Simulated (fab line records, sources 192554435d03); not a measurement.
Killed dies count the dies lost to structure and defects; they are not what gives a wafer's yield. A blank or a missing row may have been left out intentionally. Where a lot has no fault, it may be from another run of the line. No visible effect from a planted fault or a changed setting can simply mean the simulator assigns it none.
fab line records | flow n5-finfet
[record] lots = 24 wafers = 72 last-day = 18
route steps=1938 shown BEOL_M0_SAQP@663 BEOL_M0@734
lots that met no fault: from a run of the same line without faults
start-h: hours from the record's opening day to when the first of the lot's shown wafers began | wait-h: hours from the lot's prior step to this one | " repeats the value in the row above | L1.1+2: a single row standing in for several wafers | - no value present, or no start provided | * or withheld: withheld | < > ~ a bound
route shown NAME@n: NAME is a module with steps in the file, n the number in the route of the first one | usual: the fault-free wafers' mean and standard deviation | same: alike in all rows | chamber/n: place in a boat | sites: the reading at each site | _std_site: how widely they spread, as a standard deviation | _edge_site: inner sites' mean taken away from outer sites' mean | radius-mm: for every site, how far away it sits from the centre of the wafer | mask NAME#n: copy n | behind: the last tool/chamber to shape the wafer | hold: cause of the lot's hold/its duration in hours/its outcome | device: which transistor (n, p or np) failed to switch | end of line: the route-end tests of the same wafers | a step without rows: its recipe alone | killed: dies lost to structure and defects at the first sort, not the wafer's yield | map: a wafer's dies, x killed, . not, _ none there
set.NAME: setting as actually run; set.NAME@STEP: the setting as run at that earlier step | model.NAME: the simulator's own value behind a step, which no gauge read
the route's steps for a sample of lots (tables are steps, rows are wafers)
services: when a tool's chamber went out of use (start-h, in hours from the record's first day, below 0 if earlier), for how many hours, and the reason
[[steps]]
[step N5_BEOL_M0_SAQP_SPACER1_ALD_98]
[recipe] material = SiO2 target-thk-a = 128 temp-c = 300 ald-precursor-family = BDEAS ald-co-reactant = O2-plasma pulse-time-s = 1 purge-time-s = 2 co-reactant-purge-time-s = 2 ald-cycles = 138 pressure-torr = 2
[usual] heater-power-w = 466/60 precursor-pulse-height-rel = 0.998/0.018
[same] pulse-time-s = 1
// columns lot.wafer tool chamber start-h wait-h heater-power-w precursor-pulse-height-rel
L074.2 ald-sin-01 1 114.76 0.3 558 1.009
L074.3 " 2 " " 393 1.006
L074.6 " 2 " " 403 0.988
L075.1 ald-sin-02 1 118.31 0.3 466 0.984
L075.2 " 0 " " 494 0.984
L075.3 " 3 " " 425 0.990
L076.1 ald-sin-02 3 123.19 0.3 435 0.992
L076.3 " 2 " " 496 1.003
L076.4 " 1 " " 462 0.993
L077.2 ald-sin-02 2 123.73 0.3 491 0.986
L077.3 " 0 " " 493 0.989
L077.4 " 3 " " 436 1.027
L078.1 ald-sin-02 3 136.66 2.0 436 1.014
L078.2 " 1 " " 469 0.986
L078.5 " 2 " " 483 0.995
L079.2 ald-sin-04 0 139.53 0.4 541 1.000
L079.4 " 3 " " 412 1.017
L079.5 " 2 " " 510 0.989
L080.1 ald-sin-01 2 141.95 0.5 404 1.010
L080.3 " 3 " " 428 0.996
L080.5 " 2 " " 409 1.025
L081.2 ald-sin-01 1 146.21 0.3 570 1.019
L081.3 " 2 " " 392 1.012
L081.6 " 3 " " 424 0.972
L082.3 ald-sin-04 1 154.88 1.2 389 1.008
L082.4 " 3 " " 406 0.990
L082.5 " 1 " " 387 0.982
L083.3 ald-sin-02 3 162.19 0.1 441 1.039
L083.5 " 1 " " 460 0.994
L083.6 " 2 " " 501 0.997
L084.2 ald-sin-02 2 179.52 0.6 486 0.988
L084.5 " 0 " " 492 1.016
L084.6 " 3 " " 425 0.972
L086.1 ald-sin-01 2 179.93 0.3 409 0.998
L086.3 " 0 " " 547 1.009
L086.5 " 2 " " 403 1.015
L085.3 ald-sin-02 0 182.98 0.1 494 0.989
L085.4 " 1 " " 463 0.993
L085.6 " 3 " " 439 0.990
L087.2 ald-sin-01 3 183.23 0.3 429 1.025
L087.4 " 0 " " 538 1.016
L087.5 " 0 " " 555 1.027
L088.1 ald-sin-01 2 193.33 0.3 410 1.050
L088.2 " 3 " " 436 0.991
L088.4 " 1 " " 577 1.011
L089.1 ald-sin-01 2 199.90 0.3 402 1.015
L089.5 " 3 " " 421 0.989
L089.6 " 2 " " 403 0.999
L090.3 ald-sin-04 3 203.98 0.2 372 0.997
L090.5 " 2 " " 470 1.008
L090.6 " 3 " " 384 1.016
L091.1 ald-sin-04 0 210.29 0.3 528 0.975
L091.4 " 3 " " 368 0.999
L091.5 " 0 " " 545 0.977
L092.4 ald-sin-01 1 221.14 0.6 561 0.969
L092.5 " 3 " " 421 0.982
L092.6 " 2 " " 398 1.003
L093.2 ald-sin-04 3 223.59 0.3 378 1.039
L093.3 " 0 " " 538 0.980
L093.4 " 1 " " 388 0.994
L094.1 ald-sin-02 2 230.59 0.3 487 0.981
L094.4 " 0 " " 518 1.011
L094.5 " 1 " " 475 0.982
L097.1 ald-sin-04 2 247.48 2.2 493 0.989
L097.3 " 0 " " 544 0.965
L097.5 " 2 " " 493 1.000
L095.2 ald-sin-01 2 247.85 2.2 411 1.013
L095.4 " 1 " " 570 0.962
L095.6 " 2 " " 409 1.015
L096.1 ald-sin-04 2 247.93 2.2 490 1.024
L096.5 " 1 " " 386 0.996
L096.6 " 0 " " 541 0.961
[step N5_BEOL_M0_SAQP_RECESS_104]
[recipe] chemistry = HF/NH3 target = SiO2 target-depth-a = 180 afs-cycles = 3 temp-c = 30 sublimation-temp-c = 180 sublimation-time-s = 60
[usual] drypump-motor-current-A = 6.1/0.32 foreline-p-Torr = 0.1280/0.00043
// columns lot.wafer tool chamber start-h wait-h drypump-motor-current-A foreline-p-Torr
L074.2 vapor-etch-02 0 115.69 0.1 6.5 0.1276
L074.3 " 0 " " 6.5 0.1278
L074.6 " 0 " " 6.5 0.1280
L075.1 vapor-etch-01 1 119.24 0.1 5.9 0.1280
L075.2 " 0 " " 6.2 0.1279
L075.3 " 0 " " 6.2 0.1284
L076.1 vapor-etch-02 0 124.22 0.1 6.5 0.1274
L076.3 " 0 " " 6.5 0.1280
L076.4 " 1 " " 5.6 0.1280
L077.2 vapor-etch-01 0 124.66 0.1 6.3 0.1285
L077.3 " 0 " " 6.3 0.1280
L077.4 " 1 " " 5.9 0.1271
L078.1 vapor-etch-01 0 138.25 0.4 6.3 0.1275
L078.2 " 1 " " 5.9 0.1287
L078.5 " 0 " " 6.2 0.1276
L079.2 vapor-etch-02 1 140.46 0.1 5.6 0.1281
L079.4 " 0 " " 6.4 0.1278
L079.5 " 1 " " 5.6 0.1279
L080.1 vapor-etch-01 0 142.88 0.1 6.3 0.1279
L080.3 " 0 " " 6.2 0.1282
L080.5 " 1 " " 5.9 0.1277
L081.2 vapor-etch-02 1 147.14 0.1 5.6 0.1264
L081.3 " 1 " " 5.6 0.1280
L081.6 " 0 " " 6.5 0.1279
L082.3 vapor-etch-02 1 156.05 0.2 5.6 0.1281
L082.4 " 0 " " 6.4 0.1279
L082.5 " 0 " " 6.5 0.1279
L083.3 vapor-etch-01 1 163.28 0.2 5.9 0.1280
L083.5 " 0 " " 6.3 0.1280
L083.6 " 1 " " 5.9 0.1279
L084.2 vapor-etch-02 0 180.45 0.1 6.5 0.1287
L084.5 " 0 " " 6.5 0.1282
L084.6 " 1 " " 5.6 0.1274
L086.1 vapor-etch-01 0 180.86 0.1 6.2 0.1284
L086.3 " 1 " " 5.9 0.1281
L086.5 " 0 " " 6.3 0.1278
L085.3 vapor-etch-01 0 184.03 0.2 6.3 0.1280
L085.4 " 1 " " 5.9 0.1283
L085.6 " 1 " " 5.9 0.1279
L087.2 vapor-etch-01 1 184.27 0.2 5.9 0.1284
L087.4 " 0 " " 6.3 0.1272
L087.5 " 1 " " 5.9 0.1283
L088.1 vapor-etch-02 0 194.60 0.1 6.5 0.1284
L088.2 " 1 " " 5.6 0.1278
L088.4 " 1 " " 5.6 0.1284
L089.1 vapor-etch-01 1 200.83 0.1 5.9 0.1279
L089.5 " 0 " " 6.3 0.1273
L089.6 " 1 " " 5.9 0.1281
L090.3 vapor-etch-01 0 205.03 0.2 6.3 0.1278
L090.5 " 0 " " 6.3 0.1278
L090.6 " 1 " " 5.9 0.1281
L091.1 vapor-etch-01 0 211.22 0.1 6.2 0.1274
L091.4 " 1 " " 5.9 0.1273
L091.5 " 1 " " 5.9 0.1275
L092.4 vapor-etch-02 0 222.19 0.2 6.5 0.1284
L092.5 " 0 " " 6.5 0.1282
L092.6 " 1 " " 5.6 0.1282
L093.2 vapor-etch-02 0 224.69 0.1 6.5 0.1273
L093.3 " 1 " " 5.6 0.1275
L093.4 " 0 " " 6.5 0.1285
L094.1 vapor-etch-01 1 231.68 0.1 5.9 0.1273
L094.4 " 0 " " 6.3 0.1276
L094.5 " 0 " " 6.3 0.1280
L097.1 vapor-etch-02 1 248.68 0.1 5.6 0.1284
L097.3 " 1 " " 5.6 0.1279
L097.5 " 1 " " 5.6 0.1283
L095.2 vapor-etch-01 0 249.00 0.1 6.3 0.1288
L095.4 " 1 " " 5.9 0.1272
L095.6 " 0 " " 6.3 0.1282
L096.1 vapor-etch-02 0 249.09 0.1 6.5 0.1283
L096.5 " 0 " " 6.5 0.1282
L096.6 " 1 " " 5.6 0.1286
[step N5_BEOL_M0_SAQP_ETCH_106]
[recipe] chemistry = N2/H2 target = SOC target-depth-a = 1500 stop-on = SiNx ion-energy-ev = 100 bias-w = 61 pressure-mtorr = 30 source-w = 850 n2-flow-sccm = 200 h2-flow-sccm = 200
[usual] drypump-motor-current-A = 5.7/0.37 oes-product-au = 0.75/0.076 rf-vpp-V = 240.8/1.4 showerhead-plenum-p-Torr = 2.55/0.082 throttle-valve-pct = 17.86/0.22
// columns lot.wafer tool chamber start-h wait-h drypump-motor-current-A oes-product-au rf-hours-counter-h rf-vpp-V showerhead-plenum-p-Torr throttle-valve-pct
L074.2 rie-diel-06 1 116.14 - 5.8 0.74 131 240.3 2.44 17.87
L074.3 " 0 " " 5.7 0.70 223 239.9 2.63 17.76
L074.6 " 1 " " 5.8 0.74 - 238.8 2.44 17.86
L075.1 rie-diel-04 2 119.69 - 6.5 0.65 285 240.2 2.49 18.33
L075.2 " 0 " " 5.6 0.85 40 240.3 2.49 17.81
L075.3 " 1 " " 5.9 0.69 212 242.4 2.63 17.85
L076.1 rie-diel-04 1 124.84 - 5.9 0.68 214 241.0 2.63 17.85
L076.3 " 2 " " 6.5 0.64 287 240.6 2.49 18.33
L076.4 " 0 " " 5.6 0.84 - 240.4 2.49 17.81
L077.2 rie-diel-06 3 125.11 - 5.2 0.76 146 243.2 2.65 17.52
L077.3 " 0 " " 5.7 0.70 225 241.7 2.63 17.78
L077.4 " 1 " " 5.8 0.74 134 240.7 2.44 17.86
L078.1 rie-diel-05 1 138.70 - 5.5 0.71 172 239.6 2.43 17.97
L078.2 " 3 " " 5.6 0.83 73 239.9 2.47 17.48
L078.5 " 0 " " 6.0 0.71 - 242.4 2.63 18.21
L079.2 rie-diel-04 2 140.91 - 6.5 0.63 293 242.1 2.49 18.33
L079.4 " 1 " " 5.9 0.68 - 241.4 2.62 17.87
L079.5 " 2 " " 6.5 0.64 - 240.3 2.49 18.33
L080.1 rie-diel-05 3 143.33 - 5.7 0.84 74 239.5 2.47 17.48
L080.3 " 0 " " 6.0 0.72 184 240.5 2.63 18.22
L080.5 " 0 " " 6.0 0.72 - 242.5 2.63 18.22
L081.2 rie-diel-06 3 147.69 - 5.2 0.75 153 241.8 2.65 17.55
L081.3 " 0 " " 5.7 0.70 232 241.9 2.63 17.78
L081.6 " 3 " " 5.2 0.76 - 243.4 2.65 17.56
L082.3 rie-diel-04 0 156.38 - 5.6 0.83 52 238.6 2.49 17.84
L082.4 " 3 " " 5.1 0.77 - 241.2 2.56 18.13
L082.5 " 1 " " 5.9 0.68 - 241.1 2.62 17.86
L083.3 rie-diel-05 0 163.78 - 6.0 0.71 189 242.8 2.63 18.23
L083.5 " 1 " " 5.5 0.71 - 238.8 2.42 17.98
L083.6 " 0 " " 5.9 0.72 - 241.0 2.63 18.23
L084.2 rie-diel-04 3 180.90 - 5.1 0.77 143 240.9 2.56 18.14
L084.5 " 1 " " 5.9 0.68 - 241.4 2.62 17.88
L084.6 " 0 " " 5.6 0.82 - 241.5 2.48 17.82
L086.1 rie-diel-06 0 181.31 - 5.7 0.70 241 242.0 2.62 17.81
L086.3 " 3 " " 5.2 0.75 163 243.2 2.64 17.56
L086.5 " 2 " " 5.9 0.71 - 241.2 2.63 17.85
L085.3 rie-diel-04 0 184.36 - 5.6 0.83 61 239.9 2.48 17.85
L085.4 " 3 " " 5.1 0.77 144 241.0 2.55 18.13
L085.6 " 0 " " 5.6 0.82 - 240.7 2.48 17.85
L087.2 rie-diel-04 2 184.72 - 6.6 0.95 3 240.9 2.48 17.84
L087.4 " 0 " " 5.6 0.82 61 239.6 2.48 17.83
L087.5 " 0 " " 5.6 0.83 - 239.7 2.48 17.83
L088.1 rie-diel-05 3 195.10 - 5.6 0.81 90 238.7 2.46 17.53
L088.2 " 0 " " 6.0 0.70 198 241.7 2.62 18.25
L088.4 " 1 " " 5.5 0.70 190 238.3 2.42 18.00
L089.1 rie-diel-06 3 201.28 - 5.2 0.74 169 240.8 2.64 17.58
L089.5 " 0 " " 5.7 0.69 - 242.4 2.62 17.82
L089.6 " 1 " " 5.8 0.73 - 240.0 2.43 17.91
L090.3 rie-diel-04 2 205.36 - 6.5 0.94 9 241.2 2.48 17.83
L090.5 " 3 " " 5.1 0.75 - 240.6 2.55 18.16
L090.6 " 2 " " 6.5 0.93 - 239.4 2.48 17.84
L091.1 rie-diel-06 2 211.74 - 6.0 0.70 211 241.6 2.62 17.87
L091.4 " 1 " " 5.8 0.71 - 239.7 2.43 17.89
L091.5 " 2 " " 5.9 0.70 - 243.1 2.62 17.87
L092.4 rie-diel-06 3 222.59 - 5.2 0.74 - 240.3 2.64 17.59
L092.5 " 1 " " 5.8 0.72 - 237.7 2.43 17.93
L092.6 " 2 " " 6.0 0.69 - 242.6 2.62 17.87
L093.2 rie-diel-06 1 225.14 - 5.8 0.72 165 239.5 2.43 17.91
L093.3 " 3 " " 5.2 0.73 178 241.8 2.64 17.59
L093.4 " 2 " " 5.9 0.70 - 242.3 2.62 17.86
L094.1 rie-diel-04 2 232.26 - 6.5 0.91 17 239.8 2.47 17.84
L094.4 " 0 " " 5.6 0.81 75 240.6 2.48 17.85
L094.5 " 3 " " 5.1 0.74 - 241.4 2.55 18.17
L097.1 rie-diel-06 2 249.13 - 5.9 0.69 225 241.2 2.61 17.89
L097.3 " 3 " " 5.2 0.73 186 240.9 2.63 17.58
L097.5 " 3 " " 5.2 0.73 - 243.2 2.63 17.61
L095.2 rie-diel-05 1 249.45 - 5.5 0.69 207 238.7 2.41 18.04
L095.4 " 1 " " 5.5 0.69 - 238.7 2.41 18.03
L095.6 " 0 " " 6.0 0.69 - 242.3 2.62 18.28
L096.1 rie-diel-06 1 249.53 - 5.8 0.70 172 239.5 2.43 17.94
L096.5 " 0 " " 5.8 0.95 - 241.7 2.61 17.39
L096.6 " 1 " " 5.8 0.70 - 238.7 2.43 17.93
[step N5_BEOL_M0_SAQP_STRIP_108]
[recipe] chemistry = N2/H2 power-w = 500 temp-c = 40 pressure-mtorr = 50 rf-frequency-hz = 6e+07 overash-fraction = 0.3 bias-power-w = 28 h2-frac = 0.5 n2-flow-sccm = 300 h2-flow-sccm = 300
[usual] drypump-motor-current-A = 5.7/0.37 oes-product-au = 0.76/0.078 rf-vpp-V = 121.9/1 showerhead-plenum-p-Torr = 3.37/0.1 throttle-valve-pct = 18.81/0.29
// columns lot.wafer tool chamber start-h wait-h drypump-motor-current-A oes-product-au rf-hours-counter-h rf-vpp-V showerhead-plenum-p-Torr throttle-valve-pct
L074.2 rie-diel-06 1 116.24 0.0 5.8 0.75 131 120.8 3.23 18.71
L074.3 " 0 " " 5.7 0.71 223 123.0 3.47 18.79
L074.6 " 1 " " 5.8 0.76 - 120.0 3.23 18.72
L075.1 rie-diel-04 2 119.79 0.0 6.5 0.65 285 121.6 3.29 19.24
L075.2 " 0 " " 5.6 0.86 40 122.2 3.29 18.78
L075.3 " 1 " " 5.9 0.70 212 122.0 3.47 18.69
L076.1 rie-diel-04 1 124.94 0.0 5.9 0.70 214 122.1 3.46 18.70
L076.3 " 2 " " 6.5 0.65 287 120.4 3.29 19.24
L076.4 " 0 " " 5.6 0.85 - 121.5 3.29 18.80
L077.2 rie-diel-06 3 125.21 0.0 5.2 0.76 146 121.5 3.50 18.39
L077.3 " 0 " " 5.7 0.71 225 121.0 3.47 18.80
L077.4 " 1 " " 5.8 0.75 134 120.3 3.23 18.75
L078.1 rie-diel-05 1 138.80 0.0 5.6 0.72 172 121.2 3.21 19.18
L078.2 " 3 " " 5.7 0.85 73 122.0 3.27 18.40
L078.5 " 0 " " 6.0 0.72 - 123.2 3.47 19.33
L079.2 rie-diel-04 2 141.01 0.0 6.5 0.64 293 121.9 3.29 19.25
L079.4 " 1 " " 5.9 0.69 - 122.3 3.46 18.70
L079.5 " 2 " " 6.5 0.65 - 121.5 3.29 19.24
L080.1 rie-diel-05 3 143.43 0.0 5.6 0.84 74 122.5 3.27 18.41
L080.3 " 0 " " 6.0 0.72 184 122.6 3.47 19.33
L080.5 " 0 " " 6.0 0.73 - 121.8 3.47 19.33
L081.2 rie-diel-06 3 147.79 0.0 5.2 0.76 153 123.2 3.49 18.37
L081.3 " 0 " " 5.8 0.70 232 123.2 3.46 18.82
L081.6 " 3 " " 5.2 0.76 - 123.3 3.49 18.40
L082.3 rie-diel-04 0 156.48 0.0 5.6 0.85 52 121.3 3.29 18.82
L082.4 " 3 " " 5.1 0.78 - 122.7 3.38 19.25
L082.5 " 1 " " 5.9 0.69 - 122.0 3.46 18.70
L083.3 rie-diel-05 0 163.88 0.0 6.0 0.73 189 123.1 3.47 19.32
L083.5 " 1 " " 5.6 0.71 - 118.5 3.21 19.19
L083.6 " 0 " " 6.0 0.72 - 121.5 3.47 19.33
L084.2 rie-diel-04 3 181.00 0.0 5.1 0.77 143 121.1 3.37 19.26
L084.5 " 1 " " 5.9 0.68 - 121.9 3.45 18.72
L084.6 " 0 " " 5.6 0.83 - 120.8 3.28 18.82
L086.1 rie-diel-06 0 181.41 0.0 5.7 0.70 241 121.5 3.46 18.83
L086.3 " 3 " " 5.2 0.75 163 121.2 3.49 18.42
L086.5 " 2 " " 5.9 0.71 - 121.6 3.46 18.73
L085.3 rie-diel-04 0 184.46 0.0 5.6 0.83 61 123.3 3.28 18.83
L085.4 " 3 " " 5.1 0.77 144 121.6 3.37 19.26
L085.6 " 0 " " 5.6 0.83 - 122.1 3.28 18.81
L087.2 rie-diel-04 2 184.82 0.0 6.5 0.99 3 121.0 3.28 18.78
L087.4 " 0 " " 5.6 0.83 62 120.7 3.28 18.83
L087.5 " 0 " " 5.6 0.83 - 121.5 3.28 18.82
L088.1 rie-diel-05 3 195.20 0.0 5.7 0.82 90 121.4 3.26 18.45
L088.2 " 0 " " 6.0 0.71 198 122.1 3.46 19.36
L088.4 " 1 " " 5.5 0.70 190 121.2 3.20 19.21
L089.1 rie-diel-06 3 201.38 0.0 5.2 0.74 169 122.9 3.48 18.42
L089.5 " 0 " " 5.8 0.70 - 121.8 3.45 18.85
L089.6 " 1 " " 5.8 0.73 - 118.8 3.22 18.77
L090.3 rie-diel-04 2 205.46 0.0 6.6 0.96 9 121.4 3.28 18.80
L090.5 " 3 " " 5.1 0.78 - 122.6 3.37 19.30
L090.6 " 2 " " 6.6 0.95 - 121.5 3.28 18.79
L091.1 rie-diel-06 2 211.84 0.0 5.9 0.71 211 122.7 3.46 18.78
L091.4 " 1 " " 5.8 0.74 - 123.2 3.22 18.77
L091.5 " 2 " " 5.9 0.71 - 123.4 3.46 18.75
L092.4 rie-diel-06 3 222.68 0.0 5.2 0.74 - 123.1 3.48 18.44
L092.5 " 1 " " 5.8 0.73 - 121.3 3.22 18.77
L092.6 " 2 " " 5.9 0.71 - 121.2 3.46 18.77
L093.2 rie-diel-06 1 225.24 0.0 5.8 0.72 165 121.0 3.21 18.76
L093.3 " 3 " " 5.2 0.74 178 123.1 3.48 18.42
L093.4 " 2 " " 5.9 0.71 - 122.1 3.45 18.77
L094.1 rie-diel-04 2 232.36 0.0 6.5 0.93 17 121.7 3.27 18.81
L094.4 " 0 " " 5.6 0.81 75 119.9 3.27 18.87
L094.5 " 3 " " 5.1 0.76 - 122.4 3.37 19.30
L097.1 rie-diel-06 2 249.23 0.0 5.9 0.70 225 123.2 3.45 18.77
L097.3 " 3 " " 5.2 0.73 186 122.7 3.47 18.45
L097.5 " 3 " " 5.2 0.72 - 122.4 3.47 18.44
L095.2 rie-diel-05 1 249.55 0.0 5.5 0.70 207 119.8 3.19 19.23
L095.4 " 1 " " 5.5 0.70 - 120.8 3.19 19.23
L095.6 " 0 " " 6.0 0.71 - 123.5 3.45 19.37
L096.1 rie-diel-06 1 249.63 0.0 5.7 0.72 172 120.3 3.21 18.80
L096.5 " 0 " " 5.7 0.97 - 121.6 3.45 18.47
L096.6 " 1 " " 5.8 0.72 - 122.0 3.21 18.79
[step N5_BEOL_M0_SAQP_CD_MEAS_29]
[recipe] target-cd-nm = 14.4 landing-energy-ev = 1000 detector = se-inlens
[usual] cd-nm = 15.04/0.23
[same] landing-energy-ev = 1000
// columns lot.wafer tool chamber start-h wait-h cd-nm
L074.2 cd-sem-03 0 117.19 0.1 15.42
L074.3 " 0 " " 14.89
L074.6 " 0 " " 14.95
L075.1 cd-sem-01 0 120.74 0.1 14.99
L075.2 " 0 " " 14.44
L075.3 " 0 " " 15.05
L076.1 cd-sem-02 0 125.89 0.1 15.21
L076.3 " 0 " " 15.22
L076.4 " 0 " " 14.68
L077.2 cd-sem-01 0 126.41 0.1 14.90
L077.3 " 0 " " 14.90
L077.4 " 0 " " 14.76
L078.1 cd-sem-01 0 139.76 0.1 15.08
L078.2 " 0 " " 15.19
L078.5 " 0 " " 15.05
L079.2 cd-sem-03 0 141.97 0.1 14.79
L079.4 " 0 " " 15.12
L079.5 " 0 " " 14.98
L080.1 cd-sem-03 0 144.50 0.1 15.10
L080.3 " 0 " " 15.10
L080.5 " 0 " " 15.20
L081.2 cd-sem-02 0 148.79 0.1 15.36
L081.3 " 0 " " 14.90
L081.6 " 0 " " 14.89
L082.3 cd-sem-01 0 157.43 0.1 14.99
L082.4 " 0 " " 15.00
L082.5 " 0 " " 15.50
L083.3 cd-sem-02 0 164.85 0.1 15.00
L083.5 " 0 " " 15.20
L083.6 " 0 " " 15.09
L084.2 cd-sem-02 0 182.70 0.1 15.30
L084.5 " 0 " " 15.03
L084.6 " 0 " " 15.02
L086.1 cd-sem-03 0 182.90 0.1 15.15
L086.3 " 0 " " 14.88
L086.5 " 0 " " 15.14
L085.3 cd-sem-01 0 185.58 0.1 14.86
L085.4 " 0 " " 15.20
L085.6 " 0 " " 14.99
L087.2 cd-sem-03 0 186.36 0.1 14.81
L087.4 " 0 " " 15.01
L087.5 " 0 " " 14.95
L088.1 cd-sem-02 0 196.15 0.1 15.21
L088.2 " 0 " " 14.81
L088.4 " 0 " " 14.96
L089.1 cd-sem-02 0 202.33 0.1 15.15
L089.5 " 0 " " 15.24
L089.6 " 0 " " 15.22
L090.3 cd-sem-01 0 206.41 0.1 15.42
L090.5 " 0 " " 15.17
L090.6 " 0 " " 14.86
L091.1 cd-sem-03 0 212.79 0.1 15.08
L091.4 " 0 " " 15.04
L091.5 " 0 " " 14.72
L092.4 cd-sem-03 0 223.62 0.1 14.57
L092.5 " 0 " " 15.09
L092.6 " 0 " " 15.00
L093.2 cd-sem-02 0 226.19 0.1 15.24
L093.3 " 0 " " 15.38
L093.4 " 0 " " 15.70
L094.1 cd-sem-02 0 233.36 0.1 14.89
L094.4 " 0 " " 15.11
L094.5 " 0 " " 15.07
L097.1 cd-sem-02 0 250.57 0.1 14.57
L097.3 " 0 " " 15.36
L097.5 " 0 " " 15.29
L095.2 cd-sem-03 0 250.66 0.1 15.27
L095.4 " 0 " " 14.81
L095.6 " 0 " " 15.06
L096.1 cd-sem-02 0 250.78 0.1 15.50
L096.5 " 0 " " 14.77
L096.6 " 0 " " 15.06
[step N5_BEOL_M0_SPUTTER_116]
[recipe] material = Cu target-thk-a = 40 temp-c = -20 chamber-pressure-pa = 0.07 power-w = withheld time-s = 7.37
[usual] chuck-gas-flow-sccm = 1.25/0.057 throttle-valve-pct = 30.8/0.74
// columns lot.wafer tool chamber start-h wait-h chuck-gas-flow-sccm throttle-valve-pct
L074.2 pvd-sputter-03 - 123.39 0.1 1.27 30.8
L074.3 " - " " 1.25 29.4
L074.6 " - " " 1.18 30.5
L075.1 pvd-sputter-02 - 124.43 0.1 1.27 30.3
L075.2 " - " " 1.27 31.1
L075.3 " - " " 1.20 31.5
L077.2 pvd-sputter-01 - 131.96 1.5 1.21 30.4
L077.3 " - " " 1.23 31.1
L077.4 " - " " 1.32 31.9
L076.1 pvd-sputter-03 - 132.04 1.3 1.29 31.2
L076.3 " - " " 1.28 30.1
L076.4 " - " " 1.24 29.6
L078.1 pvd-sputter-01 - 145.35 0.1 1.27 31.5
L078.2 " - " " 1.16 30.5
L078.5 " - " " 1.24 31.2
L079.2 pvd-sputter-03 - 147.95 0.1 1.27 31.1
L079.4 " - " " 1.22 29.5
L079.5 " - " " 1.28 31.4
L080.1 pvd-sputter-01 - 148.88 0.1 1.19 30.6
L080.3 " - " " 1.29 31.2
L080.5 " - " " 1.31 30.2
L081.2 pvd-sputter-03 - 153.47 0.1 1.22 30.5
L081.3 " - " " 1.29 30.1
L081.6 " - " " 1.26 29.5
L082.3 pvd-sputter-01 - 163.56 0.1 1.22 31.9
L082.4 " - " " 1.23 30.2
L082.5 " - " " 1.22 32.1
L083.3 pvd-sputter-01 - 169.43 0.1 1.24 30.9
L083.5 " - " " 1.16 30.8
L083.6 " - " " 1.22 30.5
L086.1 pvd-sputter-03 - 188.65 0.1 1.21 29.9
L086.3 " - " " 1.20 30.4
L086.5 " - " " 1.32 30.4
L084.2 pvd-sputter-01 - 188.76 0.1 1.21 30.7
L084.5 " - " " 1.24 31.9
L084.6 " - " " 1.35 31.1
L085.3 pvd-sputter-01 - 189.42 0.1 1.24 30.7
L085.4 " - " " 1.30 30.2
L085.6 " - " " 1.25 31.1
L087.2 pvd-sputter-02 - 190.63 0.1 1.27 30.5
L087.4 " - " " 1.29 31.0
L087.5 " - " " 1.25 31.3
L088.1 pvd-sputter-02 - 202.17 0.1 1.34 31.1
L088.2 " - " " 1.28 31.2
L088.4 " - " " 1.30 30.0
L089.1 pvd-sputter-03 - 208.90 0.1 1.22 30.0
L089.5 " - " " 1.32 30.1
L089.6 " - " " 1.21 29.2
L090.3 pvd-sputter-03 - 216.11 0.1 1.28 29.7
L090.5 " - " " 1.23 31.0
L090.6 " - " " 1.26 30.4
L091.1 pvd-sputter-01 - 218.54 0.1 1.24 31.5
L091.4 " - " " 1.36 30.7
L091.5 " - " " 1.22 30.5
L092.4 pvd-sputter-01 - 229.10 0.1 1.23 31.2
L092.5 " - " " 1.16 31.4
L092.6 " - " " 1.24 30.5
L093.2 pvd-sputter-03 - 232.53 0.4 1.23 31.2
L093.3 " - " " 1.22 30.5
L093.4 " - " " 1.25 30.1
L094.1 pvd-sputter-03 - 242.85 3.1 1.26 30.7
L094.4 " - " " 1.31 30.5
L094.5 " - " " 1.28 29.5
L095.2 pvd-sputter-01 - 257.42 0.1 1.25 30.7
L095.4 " - " " 1.27 30.6
L095.6 " - " " 1.41 31.8
L096.1 pvd-sputter-01 - 264.63 0.3 1.27 31.8
L096.5 " - " " 1.23 30.6
L096.6 " - " " 1.30 31.8
L097.1 pvd-sputter-02 - 267.39 1.5 1.23 30.0
L097.3 " - " " 1.31 31.3
L097.5 " - " " 1.24 31.2
[[services]]
// columns tool chamber start-h hours kind
rie-diel-05 0 105.22 2.4 repair
ald-sin-02 0 108.34 6.2 repair
pvd-sputter-02 - 115.51 1.1 repair
ald-sin-02 - 141.74 6.1 pm
rie-diel-05 0 149.24 2.4 repair
rie-diel-04 0 150.26 5.2 repair
rie-diel-04 2 155.76 - clean
rie-diel-04 2 155.76 - consumable-replace:esc
rie-diel-04 2 155.76 - consumable-replace:focus-ring
rie-diel-04 2 155.76 18.5 scheduled-down
rie-diel-04 2 155.76 18.5 vent-cycle
rie-diel-06 1 175.19 8.7 repair
ald-sin-04 - 176.75 14.0 pm
ald-sin-04 1 190.95 2.4 repair
rie-diel-06 0 208.32 - clean
rie-diel-06 0 208.32 - consumable-replace:focus-ring
rie-diel-06 0 208.32 17.7 scheduled-down
rie-diel-06 0 208.32 17.7 vent-cycle
ald-sin-01 2 224.58 12.5 repair
ald-sin-04 1 233.81 1.8 repair
ald-sin-04 1 241.12 2.7 repair
rie-diel-04 1 244.83 - clean
rie-diel-04 1 244.83 - consumable-replace:focus-ring
rie-diel-04 1 244.83 22.6 scheduled-down
[[key]]
fault none
